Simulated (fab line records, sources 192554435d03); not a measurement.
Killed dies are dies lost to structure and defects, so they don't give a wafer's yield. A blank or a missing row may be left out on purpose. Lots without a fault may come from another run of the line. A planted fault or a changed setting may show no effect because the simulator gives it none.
One fault seen from 2 desks | flow n5_finfet | each desk has only its own numbers; what lay behind them comes last

THE TOOL OWNER'S DESK: pecvd-01
The tool's own readings at N5_BEOL_M14_ILD_DEP_00 (deposits SiO2 from TEOS/O2, target thk 1119.3 nm, time 237.4 s): means of the sampled wafers that have a number, for each lot that ran on this tool. A lot is out of limits, marked OUT, if its mean lies more than 4 standard deviations from the usual mean; the brackets give that distance.
Columns: A = heater_power_w at N5_BEOL_M14_ILD_DEP_00, usual 509 W; B = run_length_s at N5_BEOL_M14_ILD_DEP_00, usual 280.0 s; C = showerhead_plenum_p_Torr at N5_BEOL_M14_ILD_DEP_00, usual 8.325 Torr; D = showerhead_vpp_V at N5_BEOL_M14_ILD_DEP_00, usual 1831 V; E = throttle_valve_pct at N5_BEOL_M14_ILD_DEP_00, usual 18.7 %
lot  | first seen here | A   | B                       | C     | D    | E
L193 | day 11 07:03    | 358 | 279.4                   | 8.335 | 1846 | 18.6
L195 | day 12 01:53    | 425 | 280.1                   | 8.319 | 1743 | 19.1
L198 | day 12 12:50    | 469 | 280.2                   | 8.330 | 1777 | 19.5
L197 | day 12 19:50    | 446 | 279.8                   | 8.326 | 1774 | 19.1
L205 | day 14 11:57    | 396 | 359.6 (+99 or more) OUT | 8.325 | 1786 | 18.8
L203 | day 14 12:24    | 493 | 306.9 (+55) OUT         | 8.335 | 1736 | 19.7
L208 | day 15 09:34    | 374 | 319.7 (+81) OUT         | 8.334 | 1796 | 19.2
This desk's finding: out of limits on L203, L205, L208; first on L205, day 14 11:57 (run_length_s at N5_BEOL_M14_ILD_DEP_00). In limits: L193, L195, L198, L197.

THE METROLOGY DESK
What the gauges read, lot by lot, whatever tool the lot ran on: means of the sampled wafers that have a number. A lot is out of limits, marked OUT, if its mean lies more than 4 standard deviations from the usual mean; the brackets give that distance.
Columns: A = M13_THK at N5_BEOL_M13_THK_MEAS_50, usual 414 nm; B = M14_ILD_THK at N5_BEOL_M14_THK_MEAS_01, usual 1119 nm
lot  | first seen here | A   | B
L193 | day 11 06:52    | 409 | 1120
L196 | day 11 22:35    | 414 | 1141
L195 | day 12 01:41    | 415 | 1112
L198 | day 12 12:38    | 411 | 1131
L197 | day 12 19:39    | 404 | 1121
L205 | day 14 11:46    | 422 | 1488 (+25) OUT
L203 | day 14 12:13    | 416 | 1228 (+7.3) OUT
L208 | day 15 09:22    | 416 | 1304 (+12) OUT
L210 | day 15 20:55    | 403 | 1121
L213 | day 16 16:50    | 413 | 1115
L214 | day 17 06:37    | 419 | 1113
This desk's finding: out of limits on L203, L205, L208; first on L205, day 14 12:08 (M14_ILD_THK at N5_BEOL_M14_THK_MEAS_01). In limits: L193, L196, L195, L198, L197, L210, L213, L214.

PUT TOGETHER
The tool owner's desk could have raised an alarm at day 14 11:57, on L203, L205, L208.
The metrology desk could have raised an alarm at day 14 12:08, on L203, L205, L208.
Of the lots named, all ran N5_BEOL_M14_ILD_DEP_00 on pecvd-01.

WHAT THE SIMULATOR HAD PUT IN
Process parameter drift: pecvd-01, from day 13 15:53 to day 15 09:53, at N5_BEOL_M14_ILD_DEP_00. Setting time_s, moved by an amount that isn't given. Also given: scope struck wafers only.
Lots struck among those shown: L203, L205, L208.
Hours from the fault's start to each desk's first reading out of limits: the tool owner's desk, 20; the metrology desk, 20.
